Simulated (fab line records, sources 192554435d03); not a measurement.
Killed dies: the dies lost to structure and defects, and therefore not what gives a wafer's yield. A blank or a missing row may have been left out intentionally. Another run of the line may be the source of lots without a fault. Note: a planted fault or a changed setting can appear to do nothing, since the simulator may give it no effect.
fab line records :: flow n5-finfet
record:
  lots: 7
  wafers: 21
  last-day: 17
route steps=1938 shown BEOL_M7@1282
lots that met no fault: taken from a fault-free run of the same line
start-h: the number of hours between the record's first day and the start of the first shown wafer of the lot :: wait-h: hours since the lot's step before :: " same as the row above :: L1.1+2: a row that stands for several wafers :: - no value, or no start given :: * or withheld: withheld :: < > ~ a bound
route shown NAME@n: a module of which the file shows steps, and the number in the route of the first :: usual: the fault-free wafers' mean and standard deviation :: same: alike in all rows :: chamber/n: place in a boat :: sites: per-site readings :: _std_site: how widely they spread, as a standard deviation :: _edge_site: inner sites' mean taken away from outer sites' mean :: radius-mm: how far each site lies from the wafer's centre :: mask NAME#n: copy n :: behind: the most recent tool/chamber to have shaped the wafer :: hold: reason for holding the lot/hours on hold/outcome of the hold :: device: whichever transistor did not switch (one of n, p or np) :: end of line: the route-end tests of the same wafers :: step lacking rows: just its recipe :: killed: count of dies lost to structure and defects at first sort (not the wafer's yield) :: map: shows each die of a wafer: x if killed, . if not, _ if none is there
set.NAME: the run value of the setting; set.NAME@STEP: its run value at that earlier step :: model.NAME: the simulator's own value behind a step, which no gauge read
lots at some steps of the route; a table a step, a row a wafer
services: a tool's chamber out of use, with start hour (start-h, from the record's first day; less than 0 if before it), hours out, and reason
== steps ==
step: N5_BEOL_M7_STRIP_68
recipe:
  chemistry: N2/H2
  temp-c: 40
  n2-flow-sccm: 200
  h2-flow-sccm: 200
  rf-frequency-hz: 6e+07
step: N5_BEOL_M7_STRIP_67
recipe:
  chemistry: CF4
  resist: SiARC
  power-w: 300
  bias-power-w: 75
  pressure-mtorr: 50
  cf4-flow-sccm: 150
  rf-frequency-hz: 6e+07
usual:
  drypump-motor-current-A: 5.8/0.52
  oes-product-au: 0.80/0.075
  rf-vpp-V: 270.6/1.4
  showerhead-plenum-p-Torr: 1.78/0.046
  throttle-valve-pct: 13.51/0.24
lot.wafer: L712.1
tool: rie-diel-01
chamber: 2
start-h: 210.81
wait-h: 0.0
drypump-motor-current-A: 5.6
oes-product-au: 0.86
rf-hours-counter-h: 47
rf-vpp-V: 269.8
showerhead-plenum-p-Torr: 1.74
throttle-valve-pct: 13.32

lot.wafer: L712.4
tool: rie-diel-01
chamber: 0
start-h: 210.81
wait-h: 0.0
drypump-motor-current-A: 6.0
oes-product-au: 0.75
rf-hours-counter-h: 164
rf-vpp-V: 270.8
showerhead-plenum-p-Torr: 1.79
throttle-valve-pct: 13.69

lot.wafer: L712.5
tool: rie-diel-01
chamber: 0
start-h: 210.81
wait-h: 0.0
drypump-motor-current-A: 6.0
oes-product-au: 0.74
rf-hours-counter-h: -
rf-vpp-V: 270.4
showerhead-plenum-p-Torr: 1.79
throttle-valve-pct: 13.69

lot.wafer: L715.1
tool: rie-diel-05
chamber: 1
start-h: 235.65
wait-h: 0.0
drypump-motor-current-A: 5.4
oes-product-au: 0.81
rf-hours-counter-h: 70
rf-vpp-V: 272.0
showerhead-plenum-p-Torr: 1.81
throttle-valve-pct: 13.30

lot.wafer: L715.2
tool: rie-diel-05
chamber: 2
start-h: 235.65
wait-h: 0.0
drypump-motor-current-A: 5.7
oes-product-au: 0.85
rf-hours-counter-h: 63
rf-vpp-V: 270.4
showerhead-plenum-p-Torr: 1.80
throttle-valve-pct: 13.09

lot.wafer: L715.6
tool: rie-diel-05
chamber: 1
start-h: 235.65
wait-h: 0.0
drypump-motor-current-A: 5.4
oes-product-au: 0.81
rf-hours-counter-h: -
rf-vpp-V: 271.3
showerhead-plenum-p-Torr: 1.81
throttle-valve-pct: 13.31

lot.wafer: L717.1
tool: rie-diel-01
chamber: 2
start-h: 236.37
wait-h: 0.0
drypump-motor-current-A: 5.6
oes-product-au: 0.84
rf-hours-counter-h: 55
rf-vpp-V: 271.4
showerhead-plenum-p-Torr: 1.74
throttle-valve-pct: 13.32

lot.wafer: L717.2
tool: rie-diel-01
chamber: 3
start-h: 236.37
wait-h: 0.0
drypump-motor-current-A: 6.3
oes-product-au: 0.75
rf-hours-counter-h: 143
rf-vpp-V: 272.2
showerhead-plenum-p-Torr: 1.73
throttle-valve-pct: 13.58

lot.wafer: L717.4
tool: rie-diel-01
chamber: 0
start-h: 236.37
wait-h: 0.0
drypump-motor-current-A: 6.0
oes-product-au: 0.73
rf-hours-counter-h: -
rf-vpp-V: 272.0
showerhead-plenum-p-Torr: 1.78
throttle-valve-pct: 13.71

lot.wafer: L718.1
tool: rie-diel-01
chamber: 2
start-h: 242.18
wait-h: 0.0
drypump-motor-current-A: 5.6
oes-product-au: 0.85
rf-hours-counter-h: 58
rf-vpp-V: 269.1
showerhead-plenum-p-Torr: 1.74
throttle-valve-pct: 13.34

lot.wafer: L718.4
tool: rie-diel-01
chamber: 0
start-h: 242.18
wait-h: 0.0
drypump-motor-current-A: 6.0
oes-product-au: 0.74
rf-hours-counter-h: -
rf-vpp-V: 271.1
showerhead-plenum-p-Torr: 1.78
throttle-valve-pct: 13.71

lot.wafer: L718.6
tool: rie-diel-01
chamber: 2
start-h: 242.18
wait-h: 0.0
drypump-motor-current-A: 5.6
oes-product-au: 0.84
rf-hours-counter-h: -
rf-vpp-V: 269.0
showerhead-plenum-p-Torr: 1.74
throttle-valve-pct: 13.34

lot.wafer: L728.1
tool: rie-diel-01
chamber: 1
start-h: 298.37
wait-h: 0.0
drypump-motor-current-A: 5.7
oes-product-au: 0.92
rf-hours-counter-h: 16
rf-vpp-V: 272.3
showerhead-plenum-p-Torr: 1.90
throttle-valve-pct: 13.21

lot.wafer: L728.3
tool: rie-diel-01
chamber: 3
start-h: 298.37
wait-h: 0.0
drypump-motor-current-A: 6.3
oes-product-au: 0.73
rf-hours-counter-h: 159
rf-vpp-V: 271.0
showerhead-plenum-p-Torr: 1.72
throttle-valve-pct: 13.60

lot.wafer: L728.6
tool: rie-diel-01
chamber: 1
start-h: 298.37
wait-h: 0.0
drypump-motor-current-A: 5.7
oes-product-au: 0.92
rf-hours-counter-h: -
rf-vpp-V: 273.3
showerhead-plenum-p-Torr: 1.90
throttle-valve-pct: 13.24

lot.wafer: L729.2
tool: rie-diel-01
chamber: 2
start-h: 320.19
wait-h: 0.0
drypump-motor-current-A: 5.6
oes-product-au: 0.81
rf-hours-counter-h: 81
rf-vpp-V: 269.9
showerhead-plenum-p-Torr: 1.73
throttle-valve-pct: 13.41

lot.wafer: L729.3
tool: rie-diel-01
chamber: 1
start-h: 320.19
wait-h: 0.0
drypump-motor-current-A: 5.7
oes-product-au: 0.90
rf-hours-counter-h: 21
rf-vpp-V: 273.1
showerhead-plenum-p-Torr: 1.90
throttle-valve-pct: 13.25

lot.wafer: L729.6
tool: rie-diel-01
chamber: 2
start-h: 320.19
wait-h: 0.0
drypump-motor-current-A: 5.6
oes-product-au: 0.81
rf-hours-counter-h: -
rf-vpp-V: 271.8
showerhead-plenum-p-Torr: 1.73
throttle-valve-pct: 13.41

lot.wafer: L732.1
tool: rie-diel-01
chamber: 2
start-h: 325.03
wait-h: 0.0
drypump-motor-current-A: 5.6
oes-product-au: 0.81
rf-hours-counter-h: 83
rf-vpp-V: 271.4
showerhead-plenum-p-Torr: 1.73
throttle-valve-pct: 13.39

lot.wafer: L732.2
tool: rie-diel-01
chamber: 3
start-h: 325.03
wait-h: 0.0
drypump-motor-current-A: 6.3
oes-product-au: 0.73
rf-hours-counter-h: 167
rf-vpp-V: 271.4
showerhead-plenum-p-Torr: 1.72
throttle-valve-pct: 13.61

lot.wafer: L732.6
tool: rie-diel-01
chamber: 1
start-h: 325.03
wait-h: 0.0
drypump-motor-current-A: 5.7
oes-product-au: 0.89
rf-hours-counter-h: -
rf-vpp-V: 273.0
showerhead-plenum-p-Torr: 1.90
throttle-valve-pct: 13.26
step: N5_BEOL_M7_HM_OPEN_17
recipe:
  chemistry: Cl2/BCl3
  target-depth-a: 200
  overetch-a: 60
  target: TiN
  mask-material: SOC
  ion-energy-ev: 150
  pressure-mtorr: 10
  icp-w: 1000
  bias-w: 126
  Cl2_flow_sccm: 53.25
  bcl3-flow-sccm: 21.75
  Ar_flow_sccm: 25
usual:
  drypump-motor-current-A: 5.8/0.37
  oes_ar_750_au: 0.78/0.11
  oes-product-au: 0.66/0.088
  throttle-valve-pct: 22.27/0.26
lot.wafer: L712.1
tool: rie-metal-03
chamber: 1
start-h: 210.86
wait-h: 0.0
drypump-motor-current-A: 6.0
oes_ar_750_au: 0.64
oes-product-au: 0.52
rf-hours-counter-h: 126
throttle-valve-pct: 22.69

lot.wafer: L712.4
tool: rie-metal-03
chamber: 0
start-h: 210.86
wait-h: 0.0
drypump-motor-current-A: 6.0
oes_ar_750_au: 0.82
oes-product-au: 0.71
rf-hours-counter-h: -
throttle-valve-pct: 22.04

lot.wafer: L712.5
tool: rie-metal-03
chamber: 0
start-h: 210.86
wait-h: 0.0
drypump-motor-current-A: 6.0
oes_ar_750_au: 0.84
oes-product-au: 0.71
rf-hours-counter-h: -
throttle-valve-pct: 22.06

lot.wafer: L715.1
tool: rie-metal-02
chamber: 0
start-h: 235.69
wait-h: 0.0
drypump-motor-current-A: 5.4
oes_ar_750_au: 0.73
oes-product-au: 0.65
rf-hours-counter-h: 47
throttle-valve-pct: 21.82

lot.wafer: L715.2
tool: rie-metal-02
chamber: 1
start-h: 235.69
wait-h: 0.0
drypump-motor-current-A: 6.0
oes_ar_750_au: 0.72
oes-product-au: 0.60
rf-hours-counter-h: 78
throttle-valve-pct: 22.32

lot.wafer: L715.6
tool: rie-metal-02
chamber: 1
start-h: 235.69
wait-h: 0.0
drypump-motor-current-A: 6.0
oes_ar_750_au: 0.72
oes-product-au: 0.61
rf-hours-counter-h: -
throttle-valve-pct: 22.32

lot.wafer: L717.1
tool: rie-metal-01
chamber: 1
start-h: 236.41
wait-h: 0.0
drypump-motor-current-A: 6.4
oes_ar_750_au: 0.78
oes-product-au: 0.63
rf-hours-counter-h: 61
throttle-valve-pct: 22.54

lot.wafer: L717.2
tool: rie-metal-01
chamber: 0
start-h: 236.41
wait-h: 0.0
drypump-motor-current-A: 5.3
oes_ar_750_au: 0.59
oes-product-au: 0.51
rf-hours-counter-h: 119
throttle-valve-pct: 22.56

lot.wafer: L717.4
tool: rie-metal-01
chamber: 1
start-h: 236.41
wait-h: 0.0
drypump-motor-current-A: 6.4
oes_ar_750_au: 0.78
oes-product-au: 0.65
rf-hours-counter-h: -
throttle-valve-pct: 22.52

lot.wafer: L718.1
tool: rie-metal-03
chamber: 0
start-h: 242.22
wait-h: 0.0
drypump-motor-current-A: 5.9
oes_ar_750_au: 0.82
oes-product-au: 0.70
rf-hours-counter-h: 28
throttle-valve-pct: 22.07

lot.wafer: L718.4
tool: rie-metal-03
chamber: 0
start-h: 242.22
wait-h: 0.0
drypump-motor-current-A: 5.9
oes_ar_750_au: 0.82
oes-product-au: 0.71
rf-hours-counter-h: -
throttle-valve-pct: 22.05

lot.wafer: L718.6
tool: rie-metal-03
chamber: 0
start-h: 242.22
wait-h: 0.0
drypump-motor-current-A: 5.9
oes_ar_750_au: 0.82
oes-product-au: 0.70
rf-hours-counter-h: -
throttle-valve-pct: 22.06

lot.wafer: L728.1
tool: rie-metal-02
chamber: 0
start-h: 298.43
wait-h: 0.0
drypump-motor-current-A: 5.4
oes_ar_750_au: 0.72
oes-product-au: 0.62
rf-hours-counter-h: 51
throttle-valve-pct: 21.85

lot.wafer: L728.3
tool: rie-metal-02
chamber: 0
start-h: 298.43
wait-h: 0.0
drypump-motor-current-A: 5.4
oes_ar_750_au: 0.72
oes-product-au: 0.64
rf-hours-counter-h: -
throttle-valve-pct: 21.84

lot.wafer: L728.6
tool: rie-metal-02
chamber: 1
start-h: 298.43
wait-h: 0.0
drypump-motor-current-A: 5.9
oes_ar_750_au: 0.71
oes-product-au: 0.60
rf-hours-counter-h: -
throttle-valve-pct: 22.33

lot.wafer: L729.2
tool: rie-metal-03
chamber: 1
start-h: 320.23
wait-h: 0.0
drypump-motor-current-A: 6.0
oes_ar_750_au: 0.97
oes-product-au: 0.78
rf-hours-counter-h: 6
throttle-valve-pct: 22.42

lot.wafer: L729.3
tool: rie-metal-03
chamber: 0
start-h: 320.23
wait-h: 0.0
drypump-motor-current-A: 6.0
oes_ar_750_au: 0.79
oes-product-au: 0.67
rf-hours-counter-h: -
throttle-valve-pct: 22.09

lot.wafer: L729.6
tool: rie-metal-03
chamber: 0
start-h: 320.23
wait-h: 0.0
drypump-motor-current-A: 6.0
oes_ar_750_au: 0.79
oes-product-au: 0.68
rf-hours-counter-h: -
throttle-valve-pct: 22.09

lot.wafer: L732.1
tool: rie-metal-03
chamber: 0
start-h: 325.07
wait-h: 0.0
drypump-motor-current-A: 6.0
oes_ar_750_au: 0.78
oes-product-au: 0.67
rf-hours-counter-h: 39
throttle-valve-pct: 22.08

lot.wafer: L732.2
tool: rie-metal-03
chamber: 1
start-h: 325.07
wait-h: 0.0
drypump-motor-current-A: 6.0
oes_ar_750_au: 0.96
oes-product-au: 0.79
rf-hours-counter-h: 7
throttle-valve-pct: 22.40

lot.wafer: L732.6
tool: rie-metal-03
chamber: 0
start-h: 325.07
wait-h: 0.0
drypump-motor-current-A: 5.9
oes_ar_750_au: 0.79
oes-product-au: 0.68
rf-hours-counter-h: -
throttle-valve-pct: 22.07
step: N5_BEOL_M7_STRIP_19
recipe:
  chemistry: O2
  power-w: 400
  temp-c: 40
  pressure-mtorr: 30
  rf-frequency-hz: 6e+07
  bias-power-w: 0
  overash-fraction: 0.2
  o2-flow-sccm: 225
usual:
  drypump-motor-current-A: 5.8/0.56
  oes-product-au: 0.81/0.084
  rf-vpp-V: 3.6/0.64
  showerhead-plenum-p-Torr: 2.06/0.058
  throttle-valve-pct: 16.54/0.28
lot.wafer: L712.1
tool: rie-diel-01
chamber: 0
start-h: 210.97
wait-h: 0.1
drypump-motor-current-A: 6.0
oes-product-au: 0.72
rf-hours-counter-h: 164
rf-vpp-V: 3.7
showerhead-plenum-p-Torr: 2.11
throttle-valve-pct: 16.90

lot.wafer: L712.4
tool: rie-diel-01
chamber: 3
start-h: 210.97
wait-h: 0.1
drypump-motor-current-A: 6.3
oes-product-au: 0.74
rf-hours-counter-h: 135
rf-vpp-V: 3.3
showerhead-plenum-p-Torr: 1.99
throttle-valve-pct: 16.48

lot.wafer: L712.5
tool: rie-diel-01
chamber: 1
start-h: 210.97
wait-h: 0.1
drypump-motor-current-A: 5.7
oes-product-au: 0.66
rf-hours-counter-h: -
rf-vpp-V: 3.1
showerhead-plenum-p-Torr: 1.97
throttle-valve-pct: 16.78

lot.wafer: L715.1
tool: rie-diel-03
chamber: 0
start-h: 235.80
wait-h: 0.1
drypump-motor-current-A: 6.5
oes-product-au: 0.98
rf-hours-counter-h: 1
rf-vpp-V: 3.8
showerhead-plenum-p-Torr: 2.04
throttle-valve-pct: 16.31

lot.wafer: L715.2
tool: rie-diel-03
chamber: 3
start-h: 235.80
wait-h: 0.1
drypump-motor-current-A: 6.4
oes-product-au: 0.86
rf-hours-counter-h: 41
rf-vpp-V: 3.1
showerhead-plenum-p-Torr: 2.02
throttle-valve-pct: 16.06

lot.wafer: L715.6
tool: rie-diel-03
chamber: 0
start-h: 235.80
wait-h: 0.1
drypump-motor-current-A: 6.5
oes-product-au: 0.99
rf-hours-counter-h: -
rf-vpp-V: 4.3
showerhead-plenum-p-Torr: 2.04
throttle-valve-pct: 16.29

lot.wafer: L717.1
tool: rie-diel-05
chamber: 2
start-h: 236.52
wait-h: 0.1
drypump-motor-current-A: 5.7
oes-product-au: 0.84
rf-hours-counter-h: 64
rf-vpp-V: 3.8
showerhead-plenum-p-Torr: 2.11
throttle-valve-pct: 16.20

lot.wafer: L717.2
tool: rie-diel-05
chamber: 3
start-h: 236.52
wait-h: 0.1
drypump-motor-current-A: 5.5
oes-product-au: 0.93
rf-hours-counter-h: 28
rf-vpp-V: 4.0
showerhead-plenum-p-Torr: 2.13
throttle-valve-pct: 16.52

lot.wafer: L717.4
tool: rie-diel-05
chamber: 0
start-h: 236.52
wait-h: 0.1
drypump-motor-current-A: 6.4
oes-product-au: 0.77
rf-hours-counter-h: 120
rf-vpp-V: 5.4
showerhead-plenum-p-Torr: 2.02
throttle-valve-pct: 16.79

lot.wafer: L718.1
tool: rie-diel-05
chamber: 0
start-h: 242.42
wait-h: 0.2
drypump-motor-current-A: 6.4
oes-product-au: 0.77
rf-hours-counter-h: 122
rf-vpp-V: 2.6
showerhead-plenum-p-Torr: 2.02
throttle-valve-pct: 16.79

lot.wafer: L718.4
tool: rie-diel-05
chamber: 3
start-h: 242.42
wait-h: 0.2
drypump-motor-current-A: 5.5
oes-product-au: 0.93
rf-hours-counter-h: 30
rf-vpp-V: 2.9
showerhead-plenum-p-Torr: 2.13
throttle-valve-pct: 16.51

lot.wafer: L718.6
tool: rie-diel-05
chamber: 0
start-h: 242.42
wait-h: 0.2
drypump-motor-current-A: 6.4
oes-product-au: 0.76
rf-hours-counter-h: -
rf-vpp-V: 4.2
showerhead-plenum-p-Torr: 2.02
throttle-valve-pct: 16.81

lot.wafer: L728.1
tool: rie-diel-03
chamber: 3
start-h: 298.55
wait-h: 0.1
drypump-motor-current-A: 6.4
oes-product-au: 0.85
rf-hours-counter-h: 59
rf-vpp-V: 3.3
showerhead-plenum-p-Torr: 2.01
throttle-valve-pct: 16.07

lot.wafer: L728.3
tool: rie-diel-03
chamber: 0
start-h: 298.55
wait-h: 0.1
drypump-motor-current-A: 6.5
oes-product-au: 0.93
rf-hours-counter-h: 18
rf-vpp-V: 3.5
showerhead-plenum-p-Torr: 2.04
throttle-valve-pct: 16.32

lot.wafer: L728.6
tool: rie-diel-03
chamber: 1
start-h: 298.55
wait-h: 0.1
drypump-motor-current-A: 4.7
oes-product-au: 0.88
rf-hours-counter-h: -
rf-vpp-V: 3.3
showerhead-plenum-p-Torr: 2.03
throttle-valve-pct: 16.72

lot.wafer: L729.2
tool: rie-diel-03
chamber: 1
start-h: 320.37
wait-h: 0.1
drypump-motor-current-A: 4.7
oes-product-au: 0.85
rf-hours-counter-h: 71
rf-vpp-V: 3.7
showerhead-plenum-p-Torr: 2.03
throttle-valve-pct: 16.72

lot.wafer: L729.3
tool: rie-diel-03
chamber: 3
start-h: 320.37
wait-h: 0.1
drypump-motor-current-A: 6.4
oes-product-au: 0.85
rf-hours-counter-h: 66
rf-vpp-V: 2.9
showerhead-plenum-p-Torr: 2.01
throttle-valve-pct: 16.12

lot.wafer: L729.6
tool: rie-diel-03
chamber: 0
start-h: 320.37
wait-h: 0.1
drypump-motor-current-A: 6.5
oes-product-au: 0.91
rf-hours-counter-h: -
rf-vpp-V: 5.0
showerhead-plenum-p-Torr: 2.04
throttle-valve-pct: 16.35

lot.wafer: L732.1
tool: rie-diel-01
chamber: 1
start-h: 325.18
wait-h: 0.1
drypump-motor-current-A: 5.7
oes-product-au: 0.92
rf-hours-counter-h: 23
rf-vpp-V: 4.2
showerhead-plenum-p-Torr: 2.22
throttle-valve-pct: 16.34

lot.wafer: L732.2
tool: rie-diel-01
chamber: 2
start-h: 325.18
wait-h: 0.1
drypump-motor-current-A: 5.6
oes-product-au: 0.83
rf-hours-counter-h: 83
rf-vpp-V: 3.4
showerhead-plenum-p-Torr: 2.03
throttle-valve-pct: 16.59

lot.wafer: L732.6
tool: rie-diel-01
chamber: 1
start-h: 325.18
wait-h: 0.1
drypump-motor-current-A: 5.7
oes-product-au: 0.91
rf-hours-counter-h: -
rf-vpp-V: 3.3
showerhead-plenum-p-Torr: 2.22
throttle-valve-pct: 16.34
step: N5_BEOL_M7_CD_MEAS_18
recipe:
  pitch-nm: 80
  target-cd-nm: 40
usual:
  cd-nm: 39.8/0.68
lot.wafer: L712.1
tool: cd-sem-01
chamber: -
start-h: 211.04
wait-h: 0.0
cd-nm: 40.4

lot.wafer: L712.4
tool: cd-sem-01
chamber: -
start-h: 211.04
wait-h: 0.0
cd-nm: 39.7

lot.wafer: L712.5
tool: cd-sem-01
chamber: -
start-h: 211.04
wait-h: 0.0
cd-nm: 39.2

lot.wafer: L715.1
tool: cd-sem-03
chamber: -
start-h: 235.87
wait-h: 0.0
cd-nm: 40.0

lot.wafer: L715.2
tool: cd-sem-03
chamber: -
start-h: 235.87
wait-h: 0.0
cd-nm: 39.3

lot.wafer: L715.6
tool: cd-sem-03
chamber: -
start-h: 235.87
wait-h: 0.0
cd-nm: 40.0

lot.wafer: L717.1
tool: cd-sem-02
chamber: -
start-h: 236.59
wait-h: 0.0
cd-nm: 41.4

lot.wafer: L717.2
tool: cd-sem-02
chamber: -
start-h: 236.59
wait-h: 0.0
cd-nm: 41.0

lot.wafer: L717.4
tool: cd-sem-02
chamber: -
start-h: 236.59
wait-h: 0.0
cd-nm: 40.5

lot.wafer: L718.1
tool: cd-sem-03
chamber: -
start-h: 242.50
wait-h: 0.1
cd-nm: 40.0

lot.wafer: L718.4
tool: cd-sem-03
chamber: -
start-h: 242.50
wait-h: 0.1
cd-nm: 39.5

lot.wafer: L718.6
tool: cd-sem-03
chamber: -
start-h: 242.50
wait-h: 0.1
cd-nm: 40.5

lot.wafer: L728.1
tool: cd-sem-03
chamber: -
start-h: 298.61
wait-h: 0.0
cd-nm: 39.8

lot.wafer: L728.3
tool: cd-sem-03
chamber: -
start-h: 298.61
wait-h: 0.0
cd-nm: 39.9

lot.wafer: L728.6
tool: cd-sem-03
chamber: -
start-h: 298.61
wait-h: 0.0
cd-nm: 41.3

lot.wafer: L729.2
tool: cd-sem-01
chamber: -
start-h: 320.44
wait-h: 0.1
cd-nm: 39.6

lot.wafer: L729.3
tool: cd-sem-01
chamber: -
start-h: 320.44
wait-h: 0.1
cd-nm: 39.1

lot.wafer: L729.6
tool: cd-sem-01
chamber: -
start-h: 320.44
wait-h: 0.1
cd-nm: 39.5

lot.wafer: L732.1
tool: cd-sem-01
chamber: -
start-h: 325.25
wait-h: 0.0
cd-nm: 40.9

lot.wafer: L732.2
tool: cd-sem-01
chamber: -
start-h: 325.25
wait-h: 0.0
cd-nm: 41.3

lot.wafer: L732.6
tool: cd-sem-01
chamber: -
start-h: 325.25
wait-h: 0.0
cd-nm: 40.3
step: N5_BEOL_M7_COAT_63
recipe:
  resist: SOC
  temp-c: 250
  time-s: 60
  spin-rpm: 1500
  resist-thk-nm: 60
step: N5_BEOL_M7_COAT_64
recipe:
  resist: SiARC
  temp-c: 220
  time-s: 60
  spin-rpm: 1500
  resist-thk-nm: 12
step: N5_BEOL_M7_COAT_71
recipe:
  resist: underlayer
  temp-c: 205
  time-s: 60
  spin-rpm: 1500
  resist-thk-nm: 5
step: N5_BEOL_M7_COAT_22
recipe:
  resist: CAR-EUV
  spin-rpm: 1500
  resist-thk-nm: 30
step: N5_BEOL_M7_EBR_24
recipe:
  solvent: PGMEA
  ebr-width-mm: 1.5
step: N5_BEOL_M7_SOFTBAKE_23
recipe:
  temp-c: 110
  time-s: 60
  resist: CAR-EUV
step: N5_BEOL_M7_EXPOSE_25
recipe:
  mask-id: V6
  na: 0.33
  source-shape: annular
  sigma-inner: 0.4
  sigma-outer: 0.8
  polarization: unpolarized
  target-cd-nm: 40
  dose-mj: 42.5
step: N5_BEOL_M7_PEB_26
recipe:
  peb-temp-c: 100
  peb-time-s: 60
  resist: CAR-EUV
usual:
  chill-plate-temp-C: 23.01/0.1
  exhaust-pa: 45.0/0.85
lot.wafer: L712.1
tool: litho-track-03
chamber: 0
start-h: 212.29
wait-h: 0.1
chill-plate-temp-C: 23.04
exhaust-pa: 44.0

lot.wafer: L712.4
tool: litho-track-03
chamber: 0
start-h: 212.29
wait-h: 0.1
chill-plate-temp-C: 23.09
exhaust-pa: 44.6

lot.wafer: L712.5
tool: litho-track-03
chamber: 0
start-h: 212.29
wait-h: 0.1
chill-plate-temp-C: 22.93
exhaust-pa: 45.6

lot.wafer: L715.1
tool: litho-track-05
chamber: -
start-h: 236.30
wait-h: 0.1
chill-plate-temp-C: -
exhaust-pa: -

lot.wafer: L715.2
tool: litho-track-05
chamber: -
start-h: 236.30
wait-h: 0.1
chill-plate-temp-C: -
exhaust-pa: -

lot.wafer: L715.6
tool: litho-track-05
chamber: -
start-h: 236.30
wait-h: 0.1
chill-plate-temp-C: -
exhaust-pa: -

lot.wafer: L717.1
tool: litho-track-05
chamber: -
start-h: 236.85
wait-h: 0.1
chill-plate-temp-C: -
exhaust-pa: -

lot.wafer: L717.2
tool: litho-track-05
chamber: -
start-h: 236.85
wait-h: 0.1
chill-plate-temp-C: -
exhaust-pa: -

lot.wafer: L717.4
tool: litho-track-05
chamber: -
start-h: 236.85
wait-h: 0.1
chill-plate-temp-C: -
exhaust-pa: -

lot.wafer: L718.1
tool: litho-track-01
chamber: -
start-h: 244.72
wait-h: 0.1
chill-plate-temp-C: -
exhaust-pa: -

lot.wafer: L718.4
tool: litho-track-01
chamber: -
start-h: 244.72
wait-h: 0.1
chill-plate-temp-C: -
exhaust-pa: -

lot.wafer: L718.6
tool: litho-track-01
chamber: -
start-h: 244.72
wait-h: 0.1
chill-plate-temp-C: -
exhaust-pa: -

lot.wafer: L728.1
tool: litho-track-05
chamber: 0
start-h: 299.81
wait-h: 0.1
chill-plate-temp-C: 23.04
exhaust-pa: 44.9

lot.wafer: L728.3
tool: litho-track-05
chamber: 0
start-h: 299.81
wait-h: 0.1
chill-plate-temp-C: 23.00
exhaust-pa: 44.8

lot.wafer: L728.6
tool: litho-track-05
chamber: 0
start-h: 299.81
wait-h: 0.1
chill-plate-temp-C: 22.98
exhaust-pa: 44.2

lot.wafer: L729.2
tool: litho-track-05
chamber: 0
start-h: 323.01
wait-h: 0.1
chill-plate-temp-C: 22.86
exhaust-pa: 45.9

lot.wafer: L729.3
tool: litho-track-05
chamber: 0
start-h: 323.01
wait-h: 0.1
chill-plate-temp-C: 23.11
exhaust-pa: 45.5

lot.wafer: L729.6
tool: litho-track-05
chamber: 0
start-h: 323.01
wait-h: 0.1
chill-plate-temp-C: 22.82
exhaust-pa: 45.3

lot.wafer: L732.1
tool: litho-track-01
chamber: 0
start-h: 326.76
wait-h: 0.1
chill-plate-temp-C: 23.01
exhaust-pa: 45.5

lot.wafer: L732.2
tool: litho-track-01
chamber: 0
start-h: 326.76
wait-h: 0.1
chill-plate-temp-C: 23.20
exhaust-pa: 46.3

lot.wafer: L732.6
tool: litho-track-01
chamber: 0
start-h: 326.76
wait-h: 0.1
chill-plate-temp-C: 23.07
exhaust-pa: 45.3
step: N5_BEOL_M7_DEVELOP_27
recipe:
  develop-time-s: 30
  developer: TMAH
  resist: CAR-EUV
  rinse-liquid: surfactant-rinse
  dry: air-spin
  dev-temp-c: 23
== services ==
tool: rie-diel-03
chamber: 0
start-h: 214.92
hours: -
kind: clean

tool: rie-diel-03
chamber: 0
start-h: 214.92
hours: -
kind: consumable-replace:focus-ring

tool: rie-diel-03
chamber: 0
start-h: 214.92
hours: 18.6
kind: scheduled-down

tool: rie-diel-03
chamber: 0
start-h: 214.92
hours: 18.6
kind: vent-cycle

tool: rie-diel-05
chamber: 3
start-h: 215.50
hours: 3.4
kind: repair

tool: rie-diel-05
chamber: 1
start-h: 223.62
hours: 5.1
kind: repair

tool: rie-diel-01
chamber: 1
start-h: 235.70
hours: -
kind: clean

tool: rie-diel-01
chamber: 1
start-h: 235.70
hours: -
kind: consumable-replace:focus-ring

tool: rie-diel-01
chamber: 1
start-h: 235.70
hours: -
kind: consumable-replace:showerhead

tool: rie-diel-01
chamber: 1
start-h: 235.70
hours: 14.6
kind: scheduled-down

tool: rie-diel-01
chamber: 1
start-h: 235.70
hours: 14.6
kind: vent-cycle

tool: rie-metal-03
chamber: 1
start-h: 242.06
hours: -
kind: clean

tool: rie-metal-03
chamber: 1
start-h: 242.06
hours: 17.2
kind: scheduled-down

tool: rie-metal-03
chamber: 1
start-h: 242.06
hours: 17.2
kind: vent-cycle

tool: rie-metal-01
chamber: 0
start-h: 246.93
hours: -
kind: clean

tool: rie-metal-01
chamber: 0
start-h: 246.93
hours: 16.7
kind: scheduled-down

tool: rie-diel-01
chamber: 3
start-h: 248.54
hours: 4.6
kind: repair

tool: litho-track-01
chamber: -
start-h: 249.46
hours: -
kind: consumable-replace:filter

tool: rie-metal-02
chamber: -
start-h: 250.83
hours: 14.6
kind: pm

tool: rie-diel-03
chamber: -
start-h: 271.79
hours: 0.6
kind: repair

tool: rie-metal-01
chamber: -
start-h: 290.14
hours: 2.8
kind: pm

tool: rie-diel-05
chamber: 2
start-h: 312.96
hours: 1.2
kind: repair

tool: litho-track-05
chamber: -
start-h: 317.83
hours: -
kind: consumable-replace:filter

tool: rie-diel-05
chamber: 0
start-h: 325.26
hours: 13.9
kind: repair
== key ==
first-sign:
  step: N5_BEOL_M7_PEB_26
  reading: tool-record
  direction: missing
effect none on later readings
met-at N5_BEOL_M7_PEB_26
struck-wafers L715.1,L715.2,L715.6,L717.1,L717.2,L717.4,L718.1,L718.4,L718.6
later-rows-left-out L715.1,L715.2,L715.6,L717.1,L717.2,L717.4,L718.1,L718.4,L718.6
sort-left-out L715.1,L715.2,L715.6,L717.1,L717.2,L717.4,L718.1,L718.4,L718.6
fault:
  kind: skipped-step-whole
  tool: litho-track-01,litho-track-05
  chamber: -
  onset-h: 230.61
  steps: N5_BEOL_M7_PEB_26
  scope: struck-lots-only
sort-left-out: the simulated sort isn't trusted on such a fault, so these wafers' sort isn't shown, and their yield isn't known
later-rows-left-out: the simulator's readings of these wafers behind a module that went badly wrong aren't trusted and aren't shown, but for the sort
